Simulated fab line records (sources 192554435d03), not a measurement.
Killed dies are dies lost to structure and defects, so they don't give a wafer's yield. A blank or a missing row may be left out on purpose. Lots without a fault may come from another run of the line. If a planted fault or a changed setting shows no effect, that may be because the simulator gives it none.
What tool caused it? -- flow n5-finfet -- 45 wafers from 15 lots sampled at 7 of the route's 1938 steps

WHAT THE GAUGES READ, wafer by wafer
N5_BEOL_M4_CD_MEAS_18: pitch 36 nm, target cd 18 nm. Usual: cd-nm at 18.0 nm, with a standard deviation of 0.33.
lot,measured,on,cd-nm (nm),flag
L636,day 7 20:02,cd-sem-01,18.5 18.3 18.0,
L639,day 8 14:13,cd-sem-01,18.2 18.4 18.0,
L641,day 9 09:21,cd-sem-03,- - -,OFF
L640,day 9 10:27,cd-sem-03,- - -,OFF
L642,day 9 11:07,cd-sem-03,- - -,OFF
L649,day 11 03:28,cd-sem-01,17.8 18.4 18.3,
L650,day 11 04:48,cd-sem-03,18.1 17.7 18.5,
L651,day 11 13:08,cd-sem-03,18.3 17.6 18.4,
L652,day 11 17:56,cd-sem-03,18.6 17.9 18.3,
L653,day 12 01:55,cd-sem-01,17.8 17.4 17.4,
L654,day 12 08:02,cd-sem-03,17.9 18.4 17.9,
L657,day 12 20:00,cd-sem-01,18.1 17.9 17.9,
L655,day 13 02:41,cd-sem-03,17.5 17.7 17.6,
L658,day 13 09:16,cd-sem-02,18.3 18.1 17.6,
L659,day 13 14:11,cd-sem-03,17.3 17.7 17.9,

N5_BEOL_M4_RC_MEAS_101. Usual: DIBL_N 36.4 mV/V, standard deviation 1.7; DIBL_P 36.4 mV/V, standard deviation 2.1; IOFF_N 0.16 nA/um, standard deviation 0.035; IOFF_P 0.21 nA/um, standard deviation 0.035; ION_N 680 uA/um, standard deviation 11; ION_P 465 uA/um, standard deviation 6.8; SS_N 71.5 mV/dec, standard deviation 0.58; SS_P 73.2 mV/dec, standard deviation 0.72; VT_N 249 mV, standard deviation 3.6; VT_P -250 mV, standard deviation 3.1.
lot,measured,on,DIBL_N (mV/V),DIBL_P (mV/V),IOFF_N (nA/um),IOFF_P (nA/um),ION_N (uA/um),ION_P (uA/um),SS_N (mV/dec),SS_P (mV/dec),VT_N (mV),VT_P (mV),flag
L636,day 8 12:06,prober-02,38.5 37.1 36.7,37.3 34.6 34.6,0.18 0.14 0.14,0.21 0.17 0.15,693 685 668,464 461 447,71.5 71.3 71.4,73.9 73.2 73.4,246 253 253,-248 -254 -254,
L639,day 8 23:29,prober-01,35.5 36.5 34.6,36.7 37.4 35.5,0.17 0.20 0.16,0.22 0.23 0.19,701 691 686,472 463 464,71.6 71.4 71.5,73.9 73.5 73.5,246 246 250,-246 -246 -251,
L649,day 11 12:10,prober-02,38.0 34.5 38.1,36.6 33.9 37.7,0.19 0.13 0.20,0.25 0.21 0.28,695 676 695,473 473 474,72.4 70.4 72.4,73.9 72.5 74.1,243 250 244,-244 -250 -244,
L650,day 11 16:40,prober-01,34.4 36.8 37.4,34.9 37.8 38.2,0.12 0.15 0.16,0.16 0.20 0.20,665 668 682,453 456 465,69.9 71.1 71.3,72.7 73.4 73.6,255 254 253,-258 -252 -254,
L651,day 11 20:44,prober-02,34.3 32.1 35.0,33.7 33.2 36.9,0.13 0.11 0.15,0.17 0.17 0.20,657 669 663,460 466 458,71.6 70.7 71.1,72.2 72.4 73.0,254 252 249,-251 -253 -249,
L652,day 12 04:37,prober-01,34.6 35.9 36.6,35.4 36.7 36.7,0.13 0.16 0.17,0.18 0.20 0.19,671 684 684,468 471 466,69.9 71.1 71.0,72.8 73.8 73.2,252 251 253,-253 -252 -252,
L653,day 12 09:25,prober-02,37.1 36.5 34.3,38.1 37.3 35.6,0.16 0.15 0.13,0.22 0.21 0.19,680 656 668,461 452 465,71.9 71.4 71.2,73.2 72.5 72.7,250 254 255,-251 -250 -248,
L654,day 12 14:55,prober-02,34.0 37.2 35.8,33.9 36.5 35.5,0.12 0.16 0.14,0.15 0.19 0.18,664 674 676,457 458 464,71.4 71.8 70.8,72.0 72.7 72.2,256 250 252,-253 -252 -255,
L657,day 13 05:23,prober-02,39.5 37.7 41.5,40.4 37.7 42.8,0.24 0.19 0.31,0.28 0.23 0.32,686 702 717,463 471 480,73.2 71.0 72.9,74.5 73.2 75.0,243 243 239,-247 -249 -245,
L655,day 13 08:45,prober-01,36.3 38.7 38.8,34.1 36.9 36.5,0.15 0.20 0.21,0.21 0.25 0.24,680 689 686,469 472 465,71.4 72.1 71.3,73.1 73.9 73.6,249 247 247,-249 -248 -248,
L658,day 13 18:07,prober-01,38.1 36.0 34.3,38.2 34.8 33.1,0.17 0.14 0.12,0.26 0.20 0.18,678 674 669,476 470 466,71.5 71.9 70.5,74.7 72.7 72.2,251 252 254,-248 -250 -251,
L659,day 13 21:46,prober-01,36.0 34.6 38.6,36.2 33.8 39.1,0.16 0.12 0.21,0.23 0.19 0.28,678 665 692,470 464 469,71.7 71.1 72.3,72.8 72.1 74.4,248 252 247,-249 -251 -247,

EACH LOT AND THE TOOL THAT RAN IT (in order: tool; ch and the chambers of the sampled wafers; start)
lot,N5_BEOL_M3_CO_CAP_55,N5_BEOL_M4_ILD_DEP_00,N5_BEOL_M4_ETCH_64,N5_BEOL_M4_HM_OPEN_17,N5_BEOL_M4_STRIP_19
L636,"cvd-co-02 ch 1,2, day 7 16:53","pecvd-04 ch 1,2, day 7 17:08","rie-diel-04 ch 0,1, day 7 19:41","rie-metal-02 ch 0,1, day 7 19:52","rie-diel-01 ch 0,3, day 7 19:58"
L639,"cvd-co-02 ch 0,1,2, day 8 11:49","pecvd-01 ch 0,2, day 8 12:04","rie-diel-04 ch 0,1, day 8 13:50","rie-metal-02 ch 0,1, day 8 14:02","rie-diel-01 ch 0,1,3, day 8 14:08"
L641,"cvd-co-01 ch 0,1,2, day 9 06:18","pecvd-04 ch 0,1,2, day 9 06:33","rie-diel-01 ch 0,1, day 9 09:00","rie-metal-02 ch 0, day 9 09:10","rie-diel-02 ch 0,2,3, day 9 09:17"
L640,"cvd-co-02 ch 0,1, day 9 08:18","pecvd-04 ch 0,1, day 9 08:32","rie-diel-01 ch 0,2,3, day 9 10:05","rie-metal-02 ch 0,1, day 9 10:15","rie-diel-04 ch 0,3, day 9 10:23"
L642,"cvd-co-01 ch 0,1, day 9 09:26","pecvd-02 ch 0,1, day 9 09:44","rie-diel-02 ch 0,2,3, day 9 10:45","rie-metal-02 ch 0,1, day 9 10:55","rie-diel-01 ch 2,3, day 9 11:03"
L649,"cvd-co-01 ch 0,1, day 10 23:56","pecvd-02 ch 0,1,2, day 11 00:11","rie-diel-02 ch 0,1,3, day 11 03:03","rie-metal-03 ch 0,1, day 11 03:13","rie-diel-04 ch 0,3, day 11 03:23"
L650,"cvd-co-01 ch 0,1,2, day 11 02:58","pecvd-01 ch 0,2, day 11 03:13","rie-diel-02 ch 0,1,3, day 11 04:27","rie-metal-01 ch 0,1, day 11 04:39","rie-diel-02 ch 0,1,2, day 11 04:44"
L651,"cvd-co-01 ch 0,1,2, day 11 10:20","pecvd-01 ch 0,1,2, day 11 10:35","rie-diel-01 ch 0,2,3, day 11 12:45","rie-metal-03 ch 0,1, day 11 12:56","rie-diel-02 ch 0,2,3, day 11 13:04"
L652,"cvd-co-02 ch 0,1, day 11 15:50","pecvd-04 ch 0,1,2, day 11 16:07","rie-diel-01 ch 1,2,3, day 11 17:35","rie-metal-02 ch 0,1, day 11 17:45","rie-diel-01 ch 0,1,3, day 11 17:52"
L653,"cvd-co-01 ch 0,2, day 11 23:07","pecvd-01 ch 0,1, day 11 23:22","rie-diel-01 ch 0,1,3, day 12 01:33","rie-metal-03 ch 0,1, day 12 01:44","rie-diel-01 ch 0,2,3, day 12 01:50"
L654,"cvd-co-02 ch 0,1, day 12 04:29","pecvd-02 ch 0,1,2, day 12 04:46","rie-diel-04 ch 0,1,3, day 12 07:37","rie-metal-01 ch 0,1, day 12 07:47","rie-diel-02 ch 1,2,3, day 12 07:58"
L657,"cvd-co-01 ch 1,2, day 12 18:17","pecvd-04 ch 0,2, day 12 18:32","rie-diel-01 ch 0,2, day 12 19:29","rie-metal-03 ch 1, day 12 19:40","rie-diel-02 ch 1,2, day 12 19:56"
L655,"cvd-co-02 ch 0,1,2, day 13 00:01","pecvd-04 ch 0,2, day 13 00:17","rie-diel-04 ch 0,2,3, day 13 02:17","rie-metal-03 ch 0,1, day 13 02:28","rie-diel-04 ch 0,1, day 13 02:37"
L658,"cvd-co-01 ch 0,1,2, day 13 05:47","pecvd-02 ch 0,1,2, day 13 06:01","rie-diel-02 ch 0,2,3, day 13 08:45","rie-metal-01 ch 0,1, day 13 08:56","rie-diel-04 ch 0,2,3, day 13 09:12"
L659,"cvd-co-01 ch 0,1, day 13 10:15","pecvd-02 ch 1,2, day 13 10:30","rie-diel-04 ch 1,2,3, day 13 13:39","rie-metal-03 ch 0,1, day 13 13:51","rie-diel-01 ch 0,1, day 13 14:07"
- N5_BEOL_M3_CO_CAP_55: material Co, precursor CCTBA/H2, target thk 2 nm, time 102.1 s.
- N5_BEOL_M4_ILD_DEP_00: deposits SiOC from DEMS/O2, target thk 79 nm, time 15.3 s.
- N5_BEOL_M4_ETCH_64: etches SOC in N2/H2, target depth 75 nm, overetch 22.5 nm, time 121.9 s.
- N5_BEOL_M4_HM_OPEN_17: chemistry Cl2/BCl3, target TiN, target depth 20 nm, overetch 6 nm.
- N5_BEOL_M4_STRIP_19: strips in O2.

WHAT THE TOOLS THEMSELVES READ (means of the sampled wafers that have a number; where no wafer has one, the mark that the record gives instead)
N5_BEOL_M3_CO_CAP_55. Usual: heater-power-w at 233 W, with a standard deviation of 11.
lot,tool,heater-power-w (W),flag
L636,cvd-co-02,229,
L639,cvd-co-02,231,
L641,cvd-co-01,233,
L640,cvd-co-02,230,
L642,cvd-co-01,224,
L649,cvd-co-01,227,
L650,cvd-co-01,237,
L651,cvd-co-01,233,
L652,cvd-co-02,232,
L653,cvd-co-01,233,
L654,cvd-co-02,232,
L657,cvd-co-01,242,
L655,cvd-co-02,234,
L658,cvd-co-01,228,
L659,cvd-co-01,225,

N5_BEOL_M4_ILD_DEP_00. Usual: heater-power-w 503 W, standard deviation 71; showerhead-plenum-p-Torr 5.699 Torr, standard deviation 0.017; throttle-valve-pct 11.8 %, standard deviation 0.41.
lot,tool,heater-power-w (W),showerhead-plenum-p-Torr (Torr),throttle-valve-pct (%),flag
L636,pecvd-04,474,5.701,11.4,
L639,pecvd-01,434,5.688,11.8,
L641,pecvd-04,537,5.706,11.7,
L640,pecvd-04,527,5.697,11.5,
L642,pecvd-02,488,5.726,12.3,
L649,pecvd-02,486,5.711,11.9,
L650,pecvd-01,461,5.687,11.9,
L651,pecvd-01,490,5.691,11.8,
L652,pecvd-04,545,5.695,11.4,
L653,pecvd-01,508,5.703,11.8,
L654,pecvd-02,500,5.725,12.0,
L657,pecvd-04,579,5.679,11.4,
L655,pecvd-04,577,5.684,11.5,
L658,pecvd-02,461,5.719,12.0,
L659,pecvd-02,485,5.713,11.9,

N5_BEOL_M4_ETCH_64. Usual: for bias-w, 150.0 W with a standard deviation of 0.44; for chamber-pressure-mTorr, 29.998 mTorr with a standard deviation of 0.025; for drypump-motor-current-A, 5.8 A with a standard deviation of 0.55; for oes-product-au, 0.59 a.u. with a standard deviation of 0.049; for rf-vpp-V, 523.3 V with a standard deviation of 2.1; for showerhead-plenum-p-Torr, 2.52 Torr with a standard deviation of 0.068; for throttle-valve-pct, 17.9 % with a standard deviation of 0.3.
lot,tool,bias-w (W),chamber-pressure-mTorr (mTorr),drypump-motor-current-A (A),oes-product-au (a.u.),rf-vpp-V (V),showerhead-plenum-p-Torr (Torr),throttle-valve-pct (%),flag
L636,rie-diel-04,150.0,29.957,6.3,0.55,522.7,2.48,18.2,
L639,rie-diel-04,149.8,29.990,6.2,0.55,521.4,2.48,18.2,
L641,rie-diel-01,-,-,-,-,-,-,-,OFF
L640,rie-diel-01,-,-,-,-,-,-,-,OFF
L642,rie-diel-02,-,-,-,-,-,-,-,OFF
L649,rie-diel-02,149.7,30.002,5.7,0.59,523.9,2.56,18.1,
L650,rie-diel-02,150.3,30.002,5.7,0.59,525.1,2.56,18.1,
L651,rie-diel-01,149.8,29.995,5.6,0.61,524.6,2.53,17.6,
L652,rie-diel-01,149.4,29.999,5.6,0.59,523.7,2.54,17.6,
L653,rie-diel-01,150.0,30.002,5.7,0.61,524.7,2.57,17.6,
L654,rie-diel-04,150.0,29.989,6.1,0.54,520.9,2.44,18.2,
L657,rie-diel-01,150.4,29.992,5.2,0.61,523.3,2.51,17.7,
L655,rie-diel-04,150.0,30.004,6.1,0.56,520.8,2.42,17.9,
L658,rie-diel-02,150.3,30.009,5.5,0.58,524.6,2.58,18.0,
L659,rie-diel-04,150.3,30.006,5.8,0.64,521.4,2.46,17.9,

N5_BEOL_M4_HM_OPEN_17. Usual: chamber-pressure-mTorr 9.999 mTorr, standard deviation 0.0088; drypump-motor-current-A 5.6 A, standard deviation 0.38; oes-product-au 0.66 a.u., standard deviation 0.098; throttle-valve-pct 22.18 %, standard deviation 0.23.
lot,tool,chamber-pressure-mTorr (mTorr),drypump-motor-current-A (A),oes-product-au (a.u.),throttle-valve-pct (%),flag
L636,rie-metal-02,10.005,5.2,0.57,22.06,
L639,rie-metal-02,10.002,5.2,0.58,22.06,
L641,rie-metal-02,9.997,4.9,0.25,22.63,OFF
L640,rie-metal-02,10.003,5.4,0.25,22.81,OFF
L642,rie-metal-02,10.003,5.2,0.25,22.72,OFF
L649,rie-metal-03,10.002,5.7,0.67,22.30,
L650,rie-metal-01,9.988,5.8,0.75,22.28,
L651,rie-metal-03,9.992,5.8,0.75,22.12,
L652,rie-metal-02,9.999,5.4,0.55,22.17,
L653,rie-metal-03,10.002,5.8,0.73,22.13,
L654,rie-metal-01,10.005,6.0,0.74,22.10,
L657,rie-metal-03,9.988,5.6,0.59,22.48,
L655,rie-metal-03,10.005,5.9,0.72,22.14,
L658,rie-metal-01,9.992,5.8,0.72,22.32,
L659,rie-metal-03,10.000,5.7,0.65,22.31,

N5_BEOL_M4_STRIP_19. Usual: chamber-pressure-mTorr 30.001 mTorr, standard deviation 0.028; drypump-motor-current-A 5.8 A, standard deviation 0.57; oes-product-au 0.77 a.u., standard deviation 0.068; rf-vpp-V 3.6 V, standard deviation 0.53; showerhead-plenum-p-Torr 2.08 Torr, standard deviation 0.059; throttle-valve-pct 16.80 %, standard deviation 0.29.
lot,tool,chamber-pressure-mTorr (mTorr),drypump-motor-current-A (A),oes-product-au (a.u.),rf-vpp-V (V),showerhead-plenum-p-Torr (Torr),throttle-valve-pct (%),flag
L636,rie-diel-01,29.998,5.6,0.85,3.8,2.13,16.47,
L639,rie-diel-01,30.009,5.6,0.83,3.6,2.13,16.49,
L641,rie-diel-02,30.000,5.5,0.73,3.5,2.13,16.94,
L640,rie-diel-04,30.015,6.3,0.72,3.8,2.00,17.04,
L642,rie-diel-01,29.985,5.5,0.79,4.0,2.07,16.52,
L649,rie-diel-04,29.978,6.3,0.71,3.4,2.00,17.08,
L650,rie-diel-02,30.016,6.0,0.79,3.9,2.14,16.77,
L651,rie-diel-02,30.008,5.5,0.79,4.0,2.13,16.82,
L652,rie-diel-01,29.995,5.7,0.81,3.6,2.12,16.54,
L653,rie-diel-01,30.013,5.6,0.80,3.4,2.09,16.56,
L654,rie-diel-02,29.990,5.8,0.72,3.2,2.09,16.92,
L657,rie-diel-02,30.028,6.1,0.72,3.5,2.13,16.84,
L655,rie-diel-04,29.996,6.5,0.79,4.3,2.01,17.04,
L658,rie-diel-04,29.984,6.1,0.75,4.1,2.00,16.85,
L659,rie-diel-01,30.017,5.4,0.79,3.7,2.13,16.71,

THE ANSWER, worked out from the rows above alone
Rule: a lot is off if the mean of its wafers that have a number lies more than 3 standard deviations from the usual mean. A lot without any number at a reading at which 4 lots or more have one is off too. Any other lot the step has rows for is counted as sound. After the gauges, taken in route order, come the tools' own readings; for these a lot's mean is taken, as printed above. The first step at which some lot is off is used, and at that step the reading that is off furthest; a lot without a number counts as furthest.
Off at N5_BEOL_M4_CD_MEAS_18 (cd-nm): L641, L640, L642. Without a number there: L641, L640, L642.
A tool fits if, at a process step before that reading, it ran every lot that is off, and no sound lot after the first of them. Not tried: the gauges at N5_BEOL_M4_CD_MEAS_18; whatever is off there is also off at N5_BEOL_M4_ETCH_64, on other tools, and gauge error can't account for it. None of those tried fits.

WHAT THE SIMULATOR HAD PUT IN
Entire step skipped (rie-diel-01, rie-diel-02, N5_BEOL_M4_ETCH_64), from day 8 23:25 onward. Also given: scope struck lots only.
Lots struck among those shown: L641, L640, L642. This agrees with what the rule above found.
